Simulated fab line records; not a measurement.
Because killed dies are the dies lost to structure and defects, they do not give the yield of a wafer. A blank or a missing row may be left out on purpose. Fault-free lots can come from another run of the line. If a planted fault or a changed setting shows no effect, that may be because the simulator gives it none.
fab line records	flow nand_harc	part 1 of 2: steps 1 to 34 of 50
record lots=5	wafers=15	last_day=30
route steps=1302 shown P_STI@75 P_GATE@110
lots that met no fault: from a run of the same line without faults
start_h: hours from the record's first day to the start of the lot's first wafer shown	wait_h: time in hours since the lot's previous step	" as in the row above	L1.1+2: a single row standing in for several wafers	- value missing, or start not given	* or withheld: withheld	< > ~ a bound
route shown NAME@n: names a module that has steps shown in the file, with the first one's number in the route	usual: mean/standard deviation of fault-free wafers	same: alike in all rows	chamber/n: place in a boat	sites: each site's reading	_std_site: how widely they spread, as a standard deviation	_edge_site: the outer-site mean with the inner-site mean subtracted	radius_mm: for every site, how far away it sits from the centre of the wafer	mask NAME#n: copy n	behind: the last tool/chamber to shape the wafer	hold: reason for holding the lot/hours on hold/outcome of the hold	device: the transistor (n, p or np) that didn't switch	end of line: at the end of the route, the tests of the same wafers	a step without rows: its recipe alone	killed: not the wafer's yield, but the dies lost to structure and defects at the first sort	map: per-die view of a wafer (x killed, . not killed, _ where there is no die)
set.NAME: the run value of the setting; set.NAME@STEP: its run value at that earlier step	model.NAME: the simulator's own value behind a step, which no gauge read
lots at selected steps of the route; one table per step, one row per wafer
services: from which hour (start_h, from the record's first day; less than 0 if before it) a tool's chamber was out of use, for how many hours, and why
## steps
# step NHARC_P_STI_HMDS_02
# recipe time_s=30
lot.wafer	tool	chamber	start_h	wait_h
L081.2+4+6	litho_track-03	0	-	-
L082.1+3+6	litho_track-03	0	-	-
L084.2+5+6	litho_track-07	0	-	-
L085.1+2+4	litho_track-05	0	-	-
L090.1+2+6	litho_track-03	0	-	-
# step NHARC_P_STI_COAT_41
# recipe temp_c=200	time_s=65
lot.wafer	tool	chamber	start_h	wait_h
L081.2+4+6	litho_track-03	0	-	-
L082.1+3+6	litho_track-03	0	-	-
L084.2+5+6	litho_track-07	0	-	-
L085.1+2+4	litho_track-05	0	-	-
L090.1+2+6	litho_track-03	0	-	-
# step NHARC_P_STI_COAT_03
# recipe spin_rpm=2000	resist_thk_nm=600
lot.wafer	tool	chamber	start_h	wait_h
L081.2+4+6	litho_track-03	0	-	-
L082.1+3+6	litho_track-03	0	-	-
L084.2+5+6	litho_track-07	0	-	-
L085.1+2+4	litho_track-05	0	-	-
L090.1+2+6	litho_track-03	0	-	-
# step NHARC_P_STI_SOFTBAKE_04
# recipe temp_c=125	time_s=70
lot.wafer	tool	chamber	start_h	wait_h
L081.2+4+6	litho_track-03	0	-	-
L082.1+3+6	litho_track-03	0	-	-
L084.2+5+6	litho_track-07	0	-	-
L085.1+2+4	litho_track-05	0	-	-
L090.1+2+6	litho_track-03	0	-	-
# step NHARC_P_STI_EBR_05
lot.wafer	tool	chamber	start_h	wait_h
L081.2+4+6	litho_track-03	0	-	-
L082.1+3+6	litho_track-03	0	-	-
L084.2+5+6	litho_track-07	0	-	-
L085.1+2+4	litho_track-05	0	-	-
L090.1+2+6	litho_track-03	0	-	-
# step NHARC_P_STI_EXPOSE_06
# recipe na=0.55	target_cd_nm=200	dose_mj=37.69	mask_id=P_STI
lot.wafer	tool	chamber	start_h	wait_h	mask
L081.2+4+6	krf_scanner-03	0	114.28	-	P_STI#0
L082.1+3+6	krf_scanner-03	0	123.07	-	P_STI#0
L084.2+5+6	krf_scanner-02	0	143.71	-	P_STI#0
L085.1+2+4	krf_scanner-01	0	156.36	-	P_STI#0
L090.1+2+6	krf_scanner-01	0	203.26	-	P_STI#0
# step NHARC_P_STI_PEB_07
# recipe peb_temp_c=128	peb_time_s=80
# same peb_time_s=80
lot.wafer	tool	chamber	start_h	wait_h
L081.2+4+6	litho_track-05	0	114.34	0.1
L082.1+3+6	litho_track-03	0	123.14	0.1
L084.2+5+6	litho_track-07	0	143.77	0.1
L085.1+2+4	litho_track-03	0	156.43	0.1
L090.1+2+6	litho_track-07	0	203.32	0.1
# step NHARC_P_STI_DEVELOP_08
# recipe time_s=50	dev_temp_c=22
lot.wafer	tool	chamber	start_h	wait_h
L081.2+4+6	litho_track-05	0	-	-
L082.1+3+6	litho_track-03	0	-	-
L084.2+5+6	litho_track-07	0	-	-
L085.1+2+4	litho_track-03	0	-	-
L090.1+2+6	litho_track-07	0	-	-
# step NHARC_P_STI_CD_MEAS_09
# recipe target_cd_nm=200	landing_energy_ev=500
# usual cd_nm=202.6/2.2
lot.wafer	tool	chamber	start_h	wait_h	cd_nm
L081.2	cd_sem-03	0	114.42	-	198.8
L081.4	"	0	"	"	203.5
L081.6	"	0	"	"	201.8
L082.1	cd_sem-02	0	123.23	-	202.7
L082.3	"	0	"	"	199.1
L082.6	"	0	"	"	201.1
L084.2	cd_sem-03	0	143.86	-	206.3
L084.5	"	0	"	"	205.9
L084.6	"	0	"	"	205.0
L085.1	cd_sem-03	0	156.52	-	201.8
L085.2	"	0	"	"	202.1
L085.4	"	0	"	"	203.1
L090.1	cd_sem-02	0	203.41	-	200.5
L090.2	"	0	"	"	203.6
L090.6	"	0	"	"	203.4
# step NHARC_P_STI_OVL_MEAS_10
# usual overlay_x_nm=-2/4.7	overlay_y_nm=0/5.4
lot.wafer	tool	chamber	start_h	wait_h	overlay_x_nm	overlay_y_nm
L081.2	overlay-01	-	114.51	-	1	-13
L081.4	"	-	"	"	1	-13
L081.6	"	-	"	"	1	-13
L082.1	overlay-01	-	123.31	-	-9	-2
L082.3	"	-	"	"	-9	-2
L082.6	"	-	"	"	-8	-2
L084.2	overlay-02	-	143.94	-	-7	1
L084.5	"	-	"	"	-7	0
L084.6	"	-	"	"	-6	0
L085.1	overlay-02	-	156.60	-	-4	1
L085.2	"	-	"	"	-4	1
L085.4	"	-	"	"	-4	1
L090.1	overlay-02	-	203.50	-	1	4
L090.2	"	-	"	"	1	4
L090.6	"	-	"	"	1	3
# step NHARC_P_STI_INSPECT_11
# usual raw_defect_count=5.6/2.7
lot.wafer	tool	chamber	start_h	wait_h	raw_defect_count
L081.2	defect_inspect-02	-	114.55	0.0	2
L081.4	"	-	"	"	1
L081.6	"	-	"	"	6
L082.1	defect_inspect-01	-	123.35	0.0	5
L082.3	"	-	"	"	3
L082.6	"	-	"	"	7
L084.2	defect_inspect-02	-	143.98	0.0	2
L084.5	"	-	"	"	5
L084.6	"	-	"	"	5
L085.1	defect_inspect-02	-	156.64	0.0	3
L085.2	"	-	"	"	3
L085.4	"	-	"	"	10
L090.1	defect_inspect-01	-	203.53	0.0	7
L090.2	"	-	"	"	4
L090.6	"	-	"	"	2
# step NHARC_P_STI_HARDBAKE_13
# recipe temp_c=118	time_s=65
lot.wafer	tool	chamber	start_h	wait_h
L081.2+4+6	litho_track-07	0	114.61	0.1
L082.1+3+6	litho_track-03	0	123.41	0.1
L084.2+5+6	litho_track-05	0	144.04	0.1
L085.1+2+4	litho_track-07	0	156.70	0.1
L090.1+2+6	litho_track-03	0	203.59	0.1
# step NHARC_P_STI_DESCUM_14
# recipe time_s=3	o2_flow_sccm=200	ar_flow_sccm=0	bias_power_w=0	chemistry=O2
# usual drypump_motor_current_A=5.8/0.36	oes_product_au=1.005/0.015	rf_vpp_V=57.7/0.87	showerhead_plenum_p_Torr=1.90/0.091	throttle_valve_pct=11.313/0.009
lot.wafer	tool	chamber	start_h	wait_h	drypump_motor_current_A	oes_product_au	rf_hours_counter_h	rf_vpp_V	showerhead_plenum_p_Torr	throttle_valve_pct
L081.4	rie_diel-07	0	114.70	-	5.4	0.999	11	57.4	1.91	11.315
L081.2	"	1	"	"	6.0	1.019	11	58.1	1.96	11.315
L081.6	"	3	"	"	5.8	0.976	-	57.9	1.99	11.315
L082.1	rie_diel-13	3	123.49	-	5.7	1.018	6	56.6	1.88	11.317
L082.3	"	0	"	"	5.3	1.014	6	55.7	1.79	11.316
L082.6	"	3	"	"	5.7	1.018	-	58.1	1.88	11.335
L084.2	rie_diel-10	3	144.13	-	5.4	1.031	5	57.2	1.80	11.319
L084.6	"	1	"	"	6.4	1.008	-	58.7	1.86	11.312
L084.5	"	2	"	"	5.9	1.014	-	57.4	1.82	11.296
L085.1	rie_diel-13	1	156.77	-	6.2	0.995	8	59.4	2.02	11.309
L085.4	"	2	"	"	5.4	0.994	6	58.4	2.06	11.327
L085.2	"	3	"	"	5.6	1.005	7	57.8	1.88	11.316
L090.2	rie_diel-10	0	203.67	-	5.8	1.011	10	57.3	1.84	11.328
L090.1	"	3	"	"	5.4	1.032	10	56.6	1.80	11.305
L090.6	"	1	"	"	6.4	1.025	-	57.6	1.86	11.310
# step NHARC_P_STI_ETCH_42
# recipe target_depth_a=800	overetch_a=240	time_s=61	ion_energy_ev=200	n2_flow_sccm=150	h2_flow_sccm=150	ar_flow_sccm=0	rf_w=400	bias_w=150	chemistry=N2/H2
# usual drypump_motor_current_A=5.8/0.35	oes_product_au=1.004/0.015	rf_vpp_V=430.0/2.9	showerhead_plenum_p_Torr=2.03/0.1	throttle_valve_pct=14.172/0.0095
lot.wafer	tool	chamber	start_h	wait_h	drypump_motor_current_A	oes_product_au	rf_hours_counter_h	rf_vpp_V	showerhead_plenum_p_Torr	throttle_valve_pct
L081.2	rie_diel-07	0	114.78	0.1	5.4	0.998	11	430.0	2.04	14.157
L081.4	"	1	"	"	6.0	1.020	11	433.7	2.09	14.177
L081.6	"	3	"	"	5.8	0.990	-	433.7	2.13	14.166
L082.1	rie_diel-13	3	123.58	0.1	5.7	1.029	6	429.3	2.00	14.174
L082.3	"	0	"	"	5.2	1.024	6	426.4	1.90	14.175
L082.6	"	1	"	"	6.2	0.998	-	433.0	2.16	14.178
L084.2	rie_diel-10	3	144.20	0.1	5.4	1.038	5	425.5	1.92	14.165
L084.5	"	2	"	"	5.9	1.023	-	429.1	1.94	14.164
L084.6	"	3	"	"	5.4	1.038	-	425.7	1.92	14.161
L085.1	rie_diel-13	1	156.86	0.1	6.2	1.001	8	433.8	2.16	14.184
L085.4	"	2	"	"	5.4	0.987	6	436.4	2.20	14.164
L085.2	"	3	"	"	5.7	1.011	7	428.9	2.00	14.182
L090.2	rie_diel-10	0	203.77	0.1	5.8	1.011	10	426.8	1.96	14.169
L090.1	"	1	"	"	6.4	1.019	11	429.5	1.98	14.180
L090.6	"	3	"	"	5.4	1.018	-	427.7	1.92	14.189
# step NHARC_P_STI_ETCH_31
# recipe target_depth_a=1089	time_s=54.5	cf4_flow_sccm=100	chf3_flow_sccm=30	ar_flow_sccm=0	rf_w=500	bias_w=200	chemistry=CF4/CHF3
# usual drypump_motor_current_A=5.8/0.34	oes_product_au=0.968/0.018	rf_vpp_V=370.2/2.6	showerhead_plenum_p_Torr=1.57/0.07	throttle_valve_pct=16.802/0.0092
lot.wafer	tool	chamber	start_h	wait_h	drypump_motor_current_A	oes_product_au	rf_hours_counter_h	rf_vpp_V	showerhead_plenum_p_Torr	throttle_valve_pct
L081.4	rie_diel-07	0	-	-	5.4	0.971	11	370.2	1.57	16.795
L081.2	"	1	"	"	6.0	0.982	11	372.3	1.61	16.798
L081.6	"	1	"	"	6.0	0.978	-	372.9	1.61	16.787
L082.3	rie_diel-13	0	-	-	5.2	0.969	6	367.7	1.47	16.808
L082.1	"	1	"	"	6.2	0.977	6	374.2	1.66	16.788
L082.6	"	2	"	"	5.4	0.951	-	374.1	1.69	16.799
L084.2	rie_diel-10	0	-	-	5.8	0.988	5	370.2	1.52	16.800
L084.6	"	2	"	"	5.9	0.977	-	368.1	1.50	16.798
L084.5	"	3	"	"	5.4	1.008	-	366.7	1.49	16.808
L085.4	rie_diel-13	3	-	-	5.6	0.981	7	370.8	1.55	16.796
L085.2	"	1	"	"	6.2	0.955	8	374.5	1.66	16.807
L085.1	"	2	"	"	5.4	0.946	6	373.9	1.69	16.811
L090.1	rie_diel-10	1	-	-	6.4	0.979	11	368.2	1.53	16.795
L090.2	"	2	"	"	5.9	0.999	11	367.7	1.50	16.818
L090.6	"	0	"	"	5.7	0.962	-	366.4	1.52	16.804
# step NHARC_P_STI_ETCH_15
# recipe target_depth_a=3000	taper_deg=4	time_s=100.1	hbr_flow_sccm=150	cl2_flow_sccm=50	rf_w=400	icp_w=400	bias_w=100	chemistry=HBr/Cl2
# usual drypump_motor_current_A=5.7/0.44	oes_product_au=1.000/0.016	throttle_valve_pct=26.406/0.01
lot.wafer	tool	chamber	start_h	wait_h	drypump_motor_current_A	oes_product_au	rf_hours_counter_h	throttle_valve_pct
L081.4	rie_si-06	2	114.96	-	5.4	0.994	0.2	26.418
L081.2	"	3	"	"	5.3	1.007	0.2	26.415
L081.6	"	2	"	"	5.4	0.992	-	26.381
L082.1	rie_si-03	1	123.79	-	5.1	1.001	0.4	26.407
L082.3	"	2	"	"	5.5	1.020	0.4	26.414
L082.6	"	0	"	"	6.1	1.003	-	26.406
L084.2	rie_si-06	3	144.40	-	5.3	1.009	0.4	26.409
L084.5	"	2	"	"	5.4	0.984	-	26.422
L084.6	"	3	"	"	5.3	1.014	-	26.414
L085.4	rie_si-01	3	157.05	-	5.4	0.996	0.8	26.399
L085.2	"	1	"	"	5.9	1.000	0.8	26.415
L085.1	"	2	"	"	5.6	1.017	0.9	26.411
L090.2	rie_si-01	2	203.95	-	5.6	0.983	0.0	26.408
L090.1	"	1	"	"	5.8	1.002	0.0	26.411
L090.6	"	3	"	"	5.4	0.973	-	26.382
# step NHARC_P_STI_CD_MEAS_16
# usual cd_nm=202.0/2.4
lot.wafer	tool	chamber	start_h	wait_h	cd_nm
L081.2	cd_sem-03	-	115.12	-	196.6
L081.4	"	-	"	"	203.3
L081.6	"	-	"	"	197.9
L082.1	cd_sem-01	-	123.92	-	203.6
L082.3	"	-	"	"	198.9
L082.6	"	-	"	"	200.4
L084.2	cd_sem-02	-	144.55	-	206.1
L084.5	"	-	"	"	204.1
L084.6	"	-	"	"	204.7
L085.1	cd_sem-03	-	157.21	-	202.5
L085.2	"	-	"	"	202.4
L085.4	"	-	"	"	202.7
L090.1	cd_sem-01	-	204.11	-	201.5
L090.2	"	-	"	"	202.1
L090.6	"	-	"	"	202.6
# step NHARC_P_STI_OCD_MEAS_17
# usual trench_depth_nm=301/7.3	trench_foot_cd_nm=160.5/2.5
lot.wafer	tool	chamber	start_h	wait_h	trench_depth_nm	trench_foot_cd_nm
L081.2	ocd-01	-	115.21	0.1	305	155.7
L081.4	"	-	"	"	298	161.5
L081.6	"	-	"	"	294	160.9
L082.1	ocd-01	-	124.01	0.1	303	160.0
L082.3	"	-	"	"	306	156.6
L082.6	"	-	"	"	303	158.4
L084.2	ocd-01	-	144.64	0.1	308	162.7
L084.5	"	-	"	"	299	163.8
L084.6	"	-	"	"	310	161.7
L085.1	ocd-02	-	157.30	0.1	310	158.6
L085.2	"	-	"	"	301	160.4
L085.4	"	-	"	"	299	160.8
L090.1	ocd-01	-	204.20	0.1	300	159.2
L090.2	"	-	"	"	296	161.9
L090.6	"	-	"	"	287	163.0
# step NHARC_P_STI_STRIP_19
# recipe time_s=900	temp_c=130	chemistry=SPM
lot.wafer	tool	chamber	start_h	wait_h
L081.4+2+6	wet_bench-09	4,5,6	115.28	0.1
L082.3+6+1	wet_bench-09	1,3,4	124.07	0.1
L084.6+2+5	wet_bench-09	1,4,5	144.70	0.0
L085.4+2+1	wet_bench-02	2,3,5	157.37	0.1
L090.1+6+2	wet_bench-02	5,0,2	204.25	0.1
# step NHARC_P_STI_PRECLEAN_32
# recipe time_s=*	temp_c=50	bath_age_min=0	chemistry=SC1
lot.wafer	tool	chamber	start_h	wait_h
L081.4+2+6	wet_bench-09	4,5,6	-	-
L082.3+6+1	wet_bench-09	1,3,4	-	-
L084.6+2+5	wet_bench-09	1,4,5	-	-
L085.4+2+1	wet_bench-02	2,3,5	-	-
L090.1+6+2	wet_bench-02	5,0,2	-	-
# step NHARC_P_STI_SRD_23
lot.wafer	tool	chamber	start_h	wait_h
L081.4+2+6	wet_bench-09	4,5,6	-	-
L082.3+6+1	wet_bench-09	1,3,4	-	-
L084.6+2+5	wet_bench-09	1,4,5	-	-
L085.4+2+1	wet_bench-02	2,3,5	-	-
L090.1+6+2	wet_bench-02	5,0,2	-	-
# step NHARC_P_STI_OCD_MEAS_43
# usual trench_depth_nm=301/7.3	trench_foot_cd_nm=160.5/2.4
lot.wafer	tool	chamber	start_h	wait_h	trench_depth_nm	trench_foot_cd_nm
L081.2	ocd-02	-	115.72	-	305	156.1
L081.4	"	-	"	"	297	161.8
L081.6	"	-	"	"	295	160.1
L082.1	ocd-02	-	124.53	-	303	160.6
L082.3	"	-	"	"	305	156.6
L082.6	"	-	"	"	303	158.5
L084.2	ocd-02	-	145.15	-	308	162.8
L084.5	"	-	"	"	299	164.5
L084.6	"	-	"	"	310	161.6
L085.1	ocd-01	-	157.81	-	309	157.9
L085.2	"	-	"	"	301	160.1
L085.4	"	-	"	"	301	160.8
L090.1	ocd-02	-	204.80	-	300	158.8
L090.2	"	-	"	"	297	161.9
L090.6	"	-	"	"	286	163.7
# step NHARC_P_STI_OXIDE_33
# recipe target_thk_a=100	temp_c=1000	ox_time_s=281	material=SiO2
lot.wafer	tool	chamber	start_h	wait_h
L081.2+4+6	furnace-01	0	119.20	3.5
L082.1+3+6	furnace-01	0	128.90	4.4
L084.2+5+6	furnace-01	0	148.14	3.0
L085.1+2+4	furnace-01	0	161.21	3.4
L090.1+2+6	furnace-03	0	210.33	5.5
# step NHARC_P_STI_HDPCVD_20
# recipe target_thk_a=withheld	sigma_open_frac=withheld	material=SiO2
lot.wafer	tool	chamber	start_h	wait_h
L081.2+4+6	hdpcvd-01	0,1,0	123.86	0.4
L082.1+3+6	hdpcvd-01	1,0,0	133.70	0.4
L084.2+5+6	hdpcvd-01	0,0,1	152.77	0.4
L085.1+2+4	hdpcvd-01	0,1,1	165.91	0.4
L090.2+1+6	hdpcvd-01	1,0,1	215.03	0.4
# step NHARC_P_STI_ANNEAL_34
# recipe temp_c=1000	time_s=1800
lot.wafer	tool	chamber	start_h	wait_h
L081.2+4+6	furnace-04	0	128.11	4.2
L082.1+3+6	furnace-04	0	140.65	6.9
L084.2+5+6	furnace-03	0	156.85	4.0
L085.1+2+4	furnace-03	0	169.66	3.7
L090.1+2+6	furnace-04	0	219.74	4.5
# step NHARC_P_STI_CMP_21
# recipe t_overpolish_s=20	target_thk_nm=380.67
# usual motor_current_A=12.2/1.2	overpolish_run_s=20.001/0.0096	retaining_ring_pressure_frac=1.000/0.0045
# same t_overpolish_s=20
lot.wafer	tool	chamber	start_h	wait_h	motor_current_A	overpolish_run_s	retaining_ring_pressure_frac
L081.4	cmp-02	0	133.05	0.4	13.4	19.991	0.999
L081.2	"	2	"	"	13.2	20.011	1.003
L081.6	"	3	"	"	13.5	19.996	0.998
L082.1	cmp-04	1	145.63	0.4	13.2	20.011	0.998
L082.3	"	3	"	"	11.5	20.007	0.997
L082.6	"	0	"	"	11.0	20.002	0.996
L084.2	cmp-04	2	161.85	0.4	11.5	19.987	1.004
L084.6	"	0	"	"	10.7	19.980	0.995
L084.5	"	1	"	"	12.8	19.989	1.005
L085.2	cmp-04	1	174.55	0.4	13.1	19.993	0.999
L085.1	"	2	"	"	12.1	19.997	1.006
L085.4	"	0	"	"	11.4	20.004	0.991
L090.1	cmp-02	2	224.71	0.4	13.6	20.000	1.001
L090.2	"	3	"	"	13.7	20.009	0.994
L090.6	"	3	"	"	13.4	20.003	0.995
# step NHARC_P_STI_SRD_35
lot.wafer	tool	chamber	start_h	wait_h
L081.6+2+4	wet_bench-04	5,1,2	133.33	0.0
L082.1+3+6	wet_bench-02	0,2,4	145.91	0.0
L084.6+2+5	wet_bench-04	5,6,7	162.11	0.0
L085.4+1+2	wet_bench-02	0,1,3	174.86	0.0
L090.2+6+1	wet_bench-04	3,6,7	225.02	0.0
# step NHARC_P_STI_ETCH_36
# recipe target_depth_a=388	chemistry=dHF	material=SiO2
lot.wafer	tool	chamber	start_h	wait_h
L081.6+2+4	wet_bench-04	5,1,2	133.36	0.0
L082.1+3+6	wet_bench-02	0,2,4	145.93	0.0
L084.6+2+5	wet_bench-04	5,6,7	162.13	0.0
L085.4+1+2	wet_bench-02	0,1,3	174.88	0.0
L090.2+6+1	wet_bench-04	3,6,7	225.04	0.0
# step NHARC_P_STI_STRIP_24
# recipe temp_c=160	chemistry=H3PO4	material=Si3N4
lot.wafer	tool	chamber	start_h	wait_h
L081.6+2+4	wet_bench-04	5,1,2	133.37	0.0
L082.1+3+6	wet_bench-02	0,2,4	145.94	0.0
L084.6+2+5	wet_bench-04	5,6,7	162.15	0.0
L085.4+1+2	wet_bench-02	0,1,3	174.90	0.0
L090.2+6+1	wet_bench-04	3,6,7	225.05	0.0
# step NHARC_P_STI_ETCH_37
# recipe target_depth_a=110	chemistry=dHF	material=SiO2
lot.wafer	tool	chamber	start_h	wait_h
L081.6+2+4	wet_bench-04	5,1,2	-	-
L082.1+3+6	wet_bench-02	0,2,4	-	-
L084.6+2+5	wet_bench-04	5,6,7	-	-
L085.4+1+2	wet_bench-02	0,1,3	-	-
L090.2+6+1	wet_bench-04	3,6,7	-	-
# step NHARC_P_STI_PRECLEAN_38
# recipe time_s=*	temp_c=50	bath_age_min=0	chemistry=SC1
lot.wafer	tool	chamber	start_h	wait_h
L081.6+2+4	wet_bench-04	5,1,2	-	-
L082.1+3+6	wet_bench-02	0,2,4	-	-
L084.6+2+5	wet_bench-04	5,6,7	-	-
L085.4+1+2	wet_bench-02	0,1,3	-	-
L090.2+6+1	wet_bench-04	3,6,7	-	-
# step NHARC_P_STI_SRD_39
lot.wafer	tool	chamber	start_h	wait_h
L081.6+2+4	wet_bench-04	5,1,2	-	-
L082.1+3+6	wet_bench-02	0,2,4	-	-
L084.6+2+5	wet_bench-04	5,6,7	-	-
L085.4+1+2	wet_bench-02	0,1,3	-	-
L090.2+6+1	wet_bench-04	3,6,7	-	-
# step NHARC_P_STI_OXIDE_40
# recipe target_thk_a=100	temp_c=900	ox_time_s=1362	material=SiO2
lot.wafer	tool	chamber	start_h	wait_h
L081.2+4+6	furnace-03	0	138.65	-
L082.1+3+6	furnace-03	0	149.50	-
L084.2+5+6	furnace-04	0	163.79	-
L085.1+2+4	furnace-01	0	181.47	-
L090.1+2+6	furnace-04	0	229.11	-
# step NHARC_P_STI_INSPECT_25
# usual raw_defect_count=226/88
lot.wafer	tool	chamber	start_h	wait_h	raw_defect_count
L081.2	defect_inspect-01	-	142.69	0.4	199
L081.4	"	-	"	"	332
L081.6	"	-	"	"	204
L082.1	defect_inspect-01	-	153.51	0.4	158
L082.3	"	-	"	"	210
L082.6	"	-	"	"	143
L084.2	defect_inspect-02	-	167.85	0.4	151
L084.5	"	-	"	"	329
L084.6	"	-	"	"	247
L085.1	defect_inspect-02	-	185.53	0.4	194
L085.2	"	-	"	"	133
L085.4	"	-	"	"	219
L090.1	defect_inspect-01	-	233.23	0.4	182
L090.2	"	-	"	"	146
L090.6	"	-	"	"	119
